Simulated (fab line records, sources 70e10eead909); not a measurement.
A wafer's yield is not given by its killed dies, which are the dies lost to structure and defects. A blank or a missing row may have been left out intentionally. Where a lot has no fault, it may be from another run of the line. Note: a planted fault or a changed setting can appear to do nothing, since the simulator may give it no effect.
fab line records | flow nand-harc
record lots=6 | wafers=16 | last-day=32
route steps=1302 shown A_DECK1_JOINT@541 A_ONON_D2@545 END@1302
lots untouched by any fault: they come from a run of this same line in which no faults occurred
start-h: start of the lot's first displayed wafer, in hours after the record's first day | wait-h: hours elapsed since this lot's preceding step | " same as the row above | L1.1+2: one row covering several wafers at once | - no value present, or no start provided | * or withheld: withheld | < > ~ a bound
route shown NAME@n: names a module that has steps shown in the file, with the first one's number in the route | usual: mean and standard deviation over wafers with no fault | same: alike in all rows | chamber/n: place in a boat | sites: per-site readings | _std_site: the standard deviation of these | _edge_site: mean of outer sites minus mean of inner sites | radius-mm: for every site, how far away it sits from the centre of the wafer | mask NAME#n: copy n | behind: the last tool/chamber to shape the wafer | hold: why the lot went on hold/how many hours it stayed there/how the hold came to an end | device: names the non-switching transistor (n, p or np) | end of line: tests of these same wafers at the route's end | a step with no rows: only its recipe | killed: not the wafer's yield, but the dies lost to structure and defects at the first sort | map: per-die view of a wafer (x killed, . not killed, _ where there is no die)
set.NAME: the setting as run; set.NAME@STEP: as run at that earlier step | model.NAME: the simulator's own value behind a step, which no gauge read
lots at some steps of the route; a table a step, a row a wafer
services: the hour from which a tool's chamber was out of use, counted from the record's first day as start-h (under 0 if before that day), plus the number of hours and why
## steps
# step NHARC_A_DECK1_JOINT_SRD_15
# step NHARC_A_DECK1_JOINT_DEP_16
# recipe target-thk-a=450 | temp-c=400 | pressure-torr=6.5 | rf-w=900 | teos-flow-sccm=161.4 | flow-sccm=2650 | target-thk-nm=45 | gas=O2 | material=SiO2
# usual heater-power-w=562/110 | throttle-valve-pct=16.0/0.66
lot.wafer | tool     | chamber | start-h | wait-h | heater-power-w | since-wet-clean-h | throttle-valve-pct
L738.1    | pecvd-03 | 1       | 291.34  | 0.1    | 606            | 93                | 15.3
L738.3    | "        | 0       | "       | "      | 454            | 93                | 16.4
L738.4    | "        | 1       | "       | "      | 616            | -                 | 15.2
L741.3    | pecvd-03 | 0       | 315.26  | 0.1    | 458            | 117               | 16.3
L741.2    | "        | 2       | "       | "      | 735            | 117               | 16.2
L741.5    | "        | 0       | "       | "      | 461            | -                 | 16.1
L751.4    | pecvd-04 | 2       | 428.55  | 0.2    | 595            | -                 | 17.0
L751.6    | "        | 1       | "       | "      | 628            | -                 | 17.1
L754.4    | pecvd-03 | 0       | 443.26  | 0.2    | 608            | -                 | 16.1
L754.6    | "        | 1       | "       | "      | 567            | -                 | 15.4
L757.2    | pecvd-01 | 0       | 469.99  | 0.1    | 423            | 146               | 14.8
L757.1    | "        | 1       | "       | "      | 482            | 146               | 16.3
L757.5    | "        | 1       | "       | "      | 475            | -                 | 16.5
L758.2    | pecvd-03 | 0       | 475.53  | 0.1    | 595            | 96                | 16.0
L758.3    | "        | 2       | "       | "      | 812            | 96                | 16.2
L758.6    | "        | 0       | "       | "      | 599            | -                 | 15.8
# step NHARC_A_DECK1_JOINT_THK_MEAS_17
# recipe thk-meas-gauge=ellipsometry
# usual thk-nm=45.0/1.1
lot.wafer | tool          | chamber | start-h | wait-h | thk-nm
L738.1    | film-metro-02 | -       | 291.61  | 0.2    | 44.8
L738.3    | "             | -       | "       | "      | 45.3
L738.4    | "             | -       | "       | "      | 45.4
L741.2    | film-metro-02 | -       | 315.54  | 0.2    | 44.5
L741.3    | "             | -       | "       | "      | 44.4
L741.5    | "             | -       | "       | "      | 43.5
L751.4    | film-metro-01 | -       | 428.74  | 0.2    | 46.2
L751.6    | "             | -       | "       | "      | 46.2
L754.4    | film-metro-01 | -       | 443.46  | 0.2    | 44.8
L754.6    | "             | -       | "       | "      | 43.8
L757.1    | film-metro-01 | -       | 470.27  | 0.2    | 45.1
L757.2    | "             | -       | "       | "      | 45.3
L757.5    | "             | -       | "       | "      | 46.0
L758.2    | film-metro-02 | -       | 475.84  | 0.3    | 45.2
L758.3    | "             | -       | "       | "      | 44.4
L758.6    | "             | -       | "       | "      | 45.4
# step NHARC_A_DECK1_JOINT_INSPECT_05
# usual raw-defect-count=319/150
lot.wafer | tool              | chamber | start-h | wait-h | raw-defect-count
L738.1    | defect-inspect-02 | -       | 291.65  | 0.0    | 282
L738.3    | "                 | -       | "       | "      | 178
L738.4    | "                 | -       | "       | "      | 231
L741.2    | defect-inspect-02 | -       | 315.58  | 0.0    | 372
L741.3    | "                 | -       | "       | "      | 700
L741.5    | "                 | -       | "       | "      | 609
L751.4    | defect-inspect-02 | -       | 428.78  | 0.0    | 210
L751.6    | "                 | -       | "       | "      | 257
L754.4    | defect-inspect-02 | -       | 443.49  | 0.0    | 260
L754.6    | "                 | -       | "       | "      | 281
L757.1    | defect-inspect-01 | -       | 470.31  | 0.0    | 256
L757.2    | "                 | -       | "       | "      | 287
L757.5    | "                 | -       | "       | "      | 346
L758.2    | defect-inspect-02 | -       | 475.87  | 0.0    | 195
L758.3    | "                 | -       | "       | "      | 233
L758.6    | "                 | -       | "       | "      | 171
# step NHARC_A_ONON_D2_DEP_00
# recipe target-thk-a=10000 | n2-flow-sccm=2750 | n2o-flow-sccm=2000 | nh3-flow-sccm=500 | sih4-flow-sccm=210 | temp-c=400
# step NHARC_A_ONON_D2_THK_MEAS_02
# recipe thk-meas-gauge=ellipsometry
# usual thk-nm=1001/12
lot.wafer | tool          | chamber | start-h | wait-h | thk-nm
L738.1    | film-metro-01 | -       | 292.22  | -      | 991
L738.3    | "             | -       | "       | "      | 994
L738.4    | "             | -       | "       | "      | 994
L741.2    | film-metro-01 | -       | 316.16  | -      | 986
L741.3    | "             | -       | "       | "      | 986
L741.5    | "             | -       | "       | "      | 986
L751.4    | film-metro-01 | -       | 429.35  | -      | 1018
L751.6    | "             | -       | "       | "      | 1016
L754.4    | film-metro-02 | -       | 444.07  | -      | 1016
L754.6    | "             | -       | "       | "      | 1016
L757.1    | film-metro-01 | -       | 470.89  | -      | 996
L757.2    | "             | -       | "       | "      | 994
L757.5    | "             | -       | "       | "      | 997
L758.2    | film-metro-01 | -       | 476.45  | -      | 996
L758.3    | "             | -       | "       | "      | 997
L758.6    | "             | -       | "       | "      | 997
# step NHARC_A_ONON_D2_DEP_03
# recipe target-thk-a=10000 | n2-flow-sccm=2750 | n2o-flow-sccm=2000 | nh3-flow-sccm=500 | sih4-flow-sccm=210 | temp-c=400
# step NHARC_A_ONON_D2_THK_MEAS_05
# recipe thk-meas-gauge=ellipsometry
# usual thk-nm=1000/10
lot.wafer | tool          | chamber | start-h | wait-h | thk-nm
L738.1    | film-metro-02 | -       | 292.82  | -      | 998
L738.3    | "             | -       | "       | "      | 999
L738.4    | "             | -       | "       | "      | 997
L741.2    | film-metro-02 | -       | 316.73  | -      | 1011
L741.3    | "             | -       | "       | "      | 1012
L741.5    | "             | -       | "       | "      | 1011
L751.4    | film-metro-02 | -       | 429.92  | -      | 1027
L751.6    | "             | -       | "       | "      | 1027
L754.4    | film-metro-01 | -       | 444.64  | -      | 1006
L754.6    | "             | -       | "       | "      | 1005
L757.1    | film-metro-02 | -       | 471.45  | -      | 988
L757.2    | "             | -       | "       | "      | 986
L757.5    | "             | -       | "       | "      | 986
L758.2    | film-metro-02 | -       | 477.03  | -      | 991
L758.3    | "             | -       | "       | "      | 989
L758.6    | "             | -       | "       | "      | 989
# step NHARC_A_ONON_D2_DEP_06
# recipe target-thk-a=10000 | n2-flow-sccm=2750 | n2o-flow-sccm=2000 | nh3-flow-sccm=500 | sih4-flow-sccm=210 | temp-c=400
# step NHARC_A_ONON_D2_THK_MEAS_08
# recipe thk-meas-gauge=ellipsometry
# usual thk-nm=1001/9.5
lot.wafer | tool          | chamber | start-h | wait-h | thk-nm
L738.1    | film-metro-02 | -       | 293.38  | -      | 1006
L738.3    | "             | -       | "       | "      | 1006
L738.4    | "             | -       | "       | "      | 1007
L741.2    | film-metro-01 | -       | 317.30  | -      | 1016
L741.3    | "             | -       | "       | "      | 1016
L741.5    | "             | -       | "       | "      | 1017
L751.4    | film-metro-01 | -       | 430.49  | -      | 999
L751.6    | "             | -       | "       | "      | 999
L754.4    | film-metro-01 | -       | 445.20  | -      | 992
L754.6    | "             | -       | "       | "      | 994
L757.1    | film-metro-02 | -       | 472.01  | -      | 993
L757.2    | "             | -       | "       | "      | 994
L757.5    | "             | -       | "       | "      | 993
L758.2    | film-metro-02 | -       | 477.59  | -      | 997
L758.3    | "             | -       | "       | "      | 998
L758.6    | "             | -       | "       | "      | 999
# step NHARC_A_ONON_D2_DEP_09
# recipe target-thk-a=10000 | n2-flow-sccm=2750 | n2o-flow-sccm=2000 | nh3-flow-sccm=500 | sih4-flow-sccm=210 | temp-c=400
# step NHARC_A_ONON_D2_THK_MEAS_11
# recipe thk-meas-gauge=ellipsometry
# usual thk-nm=997/9.9
lot.wafer | tool          | chamber | start-h | wait-h | thk-nm
L738.1    | film-metro-01 | -       | 293.95  | -      | 1008
L738.3    | "             | -       | "       | "      | 1007
L738.4    | "             | -       | "       | "      | 1006
L741.2    | film-metro-01 | -       | 317.89  | -      | 1008
L741.3    | "             | -       | "       | "      | 1006
L741.5    | "             | -       | "       | "      | 1009
L751.4    | film-metro-01 | -       | 431.05  | -      | 994
L751.6    | "             | -       | "       | "      | 993
L754.4    | film-metro-02 | -       | 445.77  | -      | 996
L754.6    | "             | -       | "       | "      | 995
L757.1    | film-metro-02 | -       | 472.58  | -      | 999
L757.2    | "             | -       | "       | "      | 996
L757.5    | "             | -       | "       | "      | 998
L758.2    | film-metro-01 | -       | 478.15  | -      | 1002
L758.3    | "             | -       | "       | "      | 1002
L758.6    | "             | -       | "       | "      | 1002
# step NHARC_A_ONON_D2_DEP_12
# recipe target-thk-a=10000 | n2-flow-sccm=2750 | n2o-flow-sccm=2000 | nh3-flow-sccm=500 | sih4-flow-sccm=210 | temp-c=400
# usual n2o-flow-sccm=2001/6.2
lot.wafer | tool          | chamber | start-h | wait-h | n2o-flow-sccm
L738.1    | pecvd-onon-02 | 0       | 294.01  | 0.1    | 1994
L738.3    | "             | 0       | "       | "      | 1999
L738.4    | "             | 0       | "       | "      | 1994
L741.2    | pecvd-onon-01 | 0       | 318.00  | 0.1    | 2009
L741.3    | "             | 0       | "       | "      | 2004
L741.5    | "             | 0       | "       | "      | 2000
L751.4    | pecvd-onon-02 | 0       | 431.28  | 0.2    | 2002
L751.6    | "             | 0       | "       | "      | 1997
L754.4    | pecvd-onon-02 | 0       | 446.00  | 0.2    | 2011
L754.6    | "             | 0       | "       | "      | 2017
L757.1    | pecvd-onon-01 | 0       | 472.63  | 0.1    | 1989
L757.2    | "             | 0       | "       | "      | 1990
L757.5    | "             | 0       | "       | "      | 1998
L758.2    | pecvd-onon-01 | 0       | 478.26  | 0.1    | 2002
L758.3    | "             | 0       | "       | "      | 2002
L758.6    | "             | 0       | "       | "      | 2004
# step NHARC_A_ONON_D2_THK_MEAS_14
# recipe thk-meas-gauge=ellipsometry
# usual thk-nm=997/12
lot.wafer | tool          | chamber | start-h | wait-h | thk-nm
L738.1    | film-metro-02 | -       | 294.52  | -      | 993
L738.3    | "             | -       | "       | "      | 992
L738.4    | "             | -       | "       | "      | 992
L741.2    | film-metro-01 | -       | 318.45  | -      | 994
L741.3    | "             | -       | "       | "      | 994
L741.5    | "             | -       | "       | "      | 995
L751.4    | film-metro-01 | -       | 431.62  | -      | 996
L751.6    | "             | -       | "       | "      | 669
L754.4    | film-metro-01 | -       | 446.34  | -      | 965
L754.6    | "             | -       | "       | "      | 640
L757.1    | film-metro-02 | -       | 473.15  | -      | 995
L757.2    | "             | -       | "       | "      | 995
L757.5    | "             | -       | "       | "      | 996
L758.2    | film-metro-01 | -       | 478.72  | -      | 1009
L758.3    | "             | -       | "       | "      | 1008
L758.6    | "             | -       | "       | "      | 1009
# step NHARC_A_ONON_D2_ANNEAL_15
# recipe temp-c=750 | time-s=3600
# step NHARC_END_SORT_01
# recipe temp-c=25
# usual killed-at-array=58/15 | killed-at-other=0.8/1.2 | killed-at-periphery=3.5/2.5 | killed-dies=62/15 | killed-open=3.2/1.7 | killed-short=2.4/1.5
# same gross-dies=677
lot.wafer | tool      | chamber | start-h | wait-h | killed-at-array | killed-at-other | killed-at-periphery | killed-dies | killed-open | killed-short
L751.6    | prober-01 | 0       | 727.49  | 4.0    | 676             | 1               | 0                   | 677         | 2           | 2
L754.6    | prober-01 | 0       | 737.46  | 4.0    | 676             | 0               | 1                   | 677         | 5           | 1
# killed by level:class
L751.6 A_ONON_D2:area-dep=626 A_STAIRCASE:chamber-film-flake=12 A_CHANNEL_HOLE_D1:chamber-film-flake=11 A_BONDPAD:chamber-film-flake=9 A_SLIT:chamber-film-flake=7 A_CONTACT:chamber-film-flake=5 A_CHANNEL_HOLE_D1:geometric-particle:open=1 A_SGD_CUT:geometric-particle:short=1
L754.6 A_ONON_D2:area-dep=606 A_CHANNEL_HOLE_D1:chamber-film-flake=31 A_CHANNEL_HOLE_D2:chamber-film-flake=25 A_WL_FILL:geometric-particle:open=2 A_STAIRCASE:chamber-film-flake=2 A_SLIT:chamber-film-flake=2 A_CONTACT:chamber-film-flake=2 A_ONON_D1:geometric-particle:open=1
# map L751.6 (x killed, . not)
____________x____________
_________xxxxxxx_________
_______xxxxxxxxxxx_______
______xxxxxxxxxxxxx______
_____xxxxxxxxxxxxxxx_____
____xxxxxxxxxxxxxxxxx____
____xxxxxxxxxxxxxxxxx____
___xxxxxxxxxxxxxxxxxxx___
___xxxxxxxxxxxxxxxxxxx___
__xxxxxxxxxxxxxxxxxxxxx__
__xxxxxxxxxxxxxxxxxxxxx__
_xxxxxxxxxxxxxxxxxxxxxxx_
_xxxxxxxxxxxxxxxxxxxxxxx_
_xxxxxxxxxxxxxxxxxxxxxxx_
_xxxxxxxxxxxxxxxxxxxxxxx_
_xxxxxxxxxxxxxxxxxxxxxxx_
xxxxxxxxxxxxxxxxxxxxxxxxx
xxxxxxxxxxxxxxxxxxxxxxxxx
xxxxxxxxxxxxxxxxxxxxxxxxx
xxxxxxxxxxxxxxxxxxxxxxxxx
xxxxxxxxxxxxxxxxxxxxxxxxx
_xxxxxxxxxxxxxxxxxxxxxxx_
_xxxxxxxxxxxxxxxxxxxxxxx_
_xxxxxxxxxxxxxxxxxxxxxxx_
_xxxxxxxxxxxxxxxxxxxxxxx_
_xxxxxxxxxxxxxxxxxxxxxxx_
__xxxxxxxxxxxxxxxxxxxxx__
__xxxxxxxxxxxxxxxxxxxxx__
___xxxxxxxxxxxxxxxxxxx___
___xxxxxxxxxxxxxxxxxxx___
____xxxxxxxxxxxxxxxxx____
____xxxxxxxxxxxxxxxxx____
_____xxxxxxxxxxxxxxx_____
______xxxxxxxxxxxxx______
_______xxxxxxxxxxx_______
_________xxxxxxx_________
____________x____________
# map L754.6 (x killed, . not)
____________x____________
_________xxxxxxx_________
_______xxxxxxxxxxx_______
______xxxxxxxxxxxxx______
_____xxxxxxxxxxxxxxx_____
____xxxxxxxxxxxxxxxxx____
____xxxxxxxxxxxxxxxxx____
___xxxxxxxxxxxxxxxxxxx___
___xxxxxxxxxxxxxxxxxxx___
__xxxxxxxxxxxxxxxxxxxxx__
__xxxxxxxxxxxxxxxxxxxxx__
_xxxxxxxxxxxxxxxxxxxxxxx_
_xxxxxxxxxxxxxxxxxxxxxxx_
_xxxxxxxxxxxxxxxxxxxxxxx_
_xxxxxxxxxxxxxxxxxxxxxxx_
_xxxxxxxxxxxxxxxxxxxxxxx_
xxxxxxxxxxxxxxxxxxxxxxxxx
xxxxxxxxxxxxxxxxxxxxxxxxx
xxxxxxxxxxxxxxxxxxxxxxxxx
xxxxxxxxxxxxxxxxxxxxxxxxx
xxxxxxxxxxxxxxxxxxxxxxxxx
_xxxxxxxxxxxxxxxxxxxxxxx_
_xxxxxxxxxxxxxxxxxxxxxxx_
_xxxxxxxxxxxxxxxxxxxxxxx_
_xxxxxxxxxxxxxxxxxxxxxxx_
_xxxxxxxxxxxxxxxxxxxxxxx_
__xxxxxxxxxxxxxxxxxxxxx__
__xxxxxxxxxxxxxxxxxxxxx__
___xxxxxxxxxxxxxxxxxxx___
___xxxxxxxxxxxxxxxxxxx___
____xxxxxxxxxxxxxxxxx____
____xxxxxxxxxxxxxxxxx____
_____xxxxxxxxxxxxxxx_____
______xxxxxxxxxxxxx______
_______xxxxxxxxxxx_______
_________xxxxxxx_________
____________x____________
## services
tool          | chamber | start-h | hours | kind
pecvd-04      | -       | 269.00  | 13.0  | pm
pecvd-04      | 0       | 269.00  | 13.0  | vent-cycle
pecvd-onon-01 | -       | 269.37  | 13.0  | pm
pecvd-04      | 0       | 299.45  | 1.9   | repair
pecvd-01      | -       | 311.23  | 13.0  | pm
pecvd-01      | 0       | 311.23  | 13.0  | vent-cycle
pecvd-01      | 1       | 311.23  | 13.0  | vent-cycle
pecvd-01      | 2       | 311.23  | 13.0  | vent-cycle
pecvd-01      | 0       | 324.23  | -     | clean
pecvd-01      | 1       | 324.23  | -     | clean
pecvd-01      | 2       | 324.23  | -     | clean
pecvd-01      | 1       | 352.31  | 12.5  | repair
pecvd-onon-02 | -       | 366.00  | 13.0  | pm
pecvd-03      | -       | 366.24  | 13.0  | pm
pecvd-03      | 0       | 366.24  | 13.0  | vent-cycle
pecvd-03      | 1       | 366.24  | 13.0  | vent-cycle
pecvd-03      | 2       | 366.24  | 13.0  | vent-cycle
pecvd-03      | 0       | 379.24  | -     | clean
pecvd-03      | 1       | 379.24  | -     | clean
pecvd-03      | 2       | 379.24  | -     | clean
pecvd-01      | 2       | 445.26  | 8.7   | repair
pecvd-04      | -       | 450.00  | 13.0  | pm
pecvd-onon-01 | -       | 450.37  | 13.0  | pm
pecvd-03      | 2       | 459.32  | -     | calibration
## key
first-sign step=NHARC_A_ONON_D2_THK_MEAS_14 | reading=thk-nm | direction=down | sigmas=29 | usual=997 | struck=654
effect step=NHARC_END_SORT_01 | reading=killed-dies | direction=up | sigmas=42 | usual=62 | struck=677
more-kills-born-at NHARC_A_ONON_D2_DEP_12@pecvd-onon-02=1232
met-at NHARC_A_ONON_D2_DEP_12
struck-wafers L751.6,L754.6
later-rows-left-out L751.6,L754.6
tester-left-out L751,L754
onset-between 294.01 431.28
fault kind=process-parameter-drift | tool=pecvd-onon-02 | chamber=- | onset-h=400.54 | steps=NHARC_A_ONON_D2_DEP_12 | channel=target-thk-a | offset=* | shape=step | end-h=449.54 | scope=struck-wafers-only | acts-in=* | stated=*
# tester-left-out: of these lots the tester's yield and bins aren't shown, on N5 and GAA mostly nor the transistor test; their killed dies are dies lost to structure and defects alone, not to doping, threshold or leakage, so they don't give the yield
# later-rows-left-out: the simulator's readings of these wafers behind a module that went badly wrong aren't trusted and aren't shown, but for the sort
